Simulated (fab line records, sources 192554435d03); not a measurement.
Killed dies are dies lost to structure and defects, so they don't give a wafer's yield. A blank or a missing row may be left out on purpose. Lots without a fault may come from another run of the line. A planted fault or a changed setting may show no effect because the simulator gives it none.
Chamber matching | flow n5_finfet | N5_GATE_CUT_CMP_02 on cmp-01: 4 sister chambers
The step polishes, stops on SiO2, t overpolish 12.7 s, target thk 0 nm. 16 wafers are shown with their chamber, then 8 later ones without.

WAFERS WITH THEIR CHAMBER
wafer  | chamber | motor_current_A (A) | overpolish_run_s (s) | platen_rpm (rpm)
L081.2 | 1       | 10.4                | 12.715               | 51.78
L081.5 | 3       | 8.7                 | 12.706               | 51.78
L081.6 | 0       | 10.2                | 12.696               | 51.81
L082.4 | 3       | 8.4                 | 12.679               | 51.82
L082.5 | 1       | 9.5                 | 12.703               | 51.85
L082.6 | 0       | 10.2                | 12.704               | 51.82
L084.2 | 2       | 9.7                 | 12.700               | 51.75
L084.3 | 3       | 9.2                 | 12.698               | 51.78
L084.6 | 2       | 9.1                 | 12.699               | 51.80
L085.1 | 1       | 10.0                | 12.700               | 51.75
L085.4 | 3       | 8.7                 | 12.705               | 51.79
L085.5 | 0       | 10.1                | 12.710               | 51.83
L088.3 | 1       | 10.2                | 12.700               | 51.77
L088.4 | 0       | 10.3                | 12.718               | 51.80
L088.5 | 3       | 9.0                 | 12.687               | 51.82
L090.1 | 1       | 10.2                | 12.721               | 51.80

SIGNATURES (means of the wafers above)
reading          | chamber 0 | chamber 1 | chamber 2 | chamber 3 | scatter within a chamber
motor_current_A  | 10.200    | 10.060    | 9.400     | 8.800     | 0.296
overpolish_run_s | 12.70700  | 12.70780  | 12.69950  | 12.69500  | 0.00992
platen_rpm       | 51.8150   | 51.7900   | 51.7750   | 51.7980   | 0.0277
Rule: a wafer's distance from a chamber is the root of the sum, over the readings, of the square of ((its reading less the chamber's mean) divided by the reading's scatter). The wafer belongs to the nearest chamber; if the next one is less than 2 further off, it can't be placed. The scatter: the root of (the sum of the squares of (reading less its chamber's mean) over the shown wafers, divided by (wafers less chambers)).

WAFERS WITHOUT THEIR CHAMBER
wafer  | motor_current_A (A) | overpolish_run_s (s) | platen_rpm (rpm)
L090.4 | 8.7                 | 12.702               | 51.80
L090.5 | 9.5                 | 12.704               | 51.73
L092.2 | 8.5                 | 12.711               | 51.85
L092.5 | 10.2                | 12.701               | 51.81
L092.6 | 9.3                 | 12.705               | 51.85
L095.1 | 10.5                | 12.697               | 51.84
L095.4 | 10.3                | 12.694               | 51.83
L095.6 | 9.1                 | 12.724               | 51.80

WHICH CHAMBER EACH WENT THROUGH
wafer  | from the rows above               | in truth
L090.4 | can't be placed: 3 or 2           | 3
L090.5 | can't be placed: 2 or 1 or 3      | 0
L092.2 | can't be placed: 3 or 2           | 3
L092.5 | can't be placed: 0 or 1           | 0
L092.6 | can't be placed: 3 or 2 or 0 or 1 | 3
L095.1 | can't be placed: 0 or 1           | 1
L095.4 | can't be placed: 0 or 1           | 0
L095.6 | can't be placed: 2 or 3 or 1 or 0 | 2
Placed correctly: 0 of 8. Can't be placed from these rows: 8 (the true chamber is among the candidates in 7). Placed wrongly: 0.
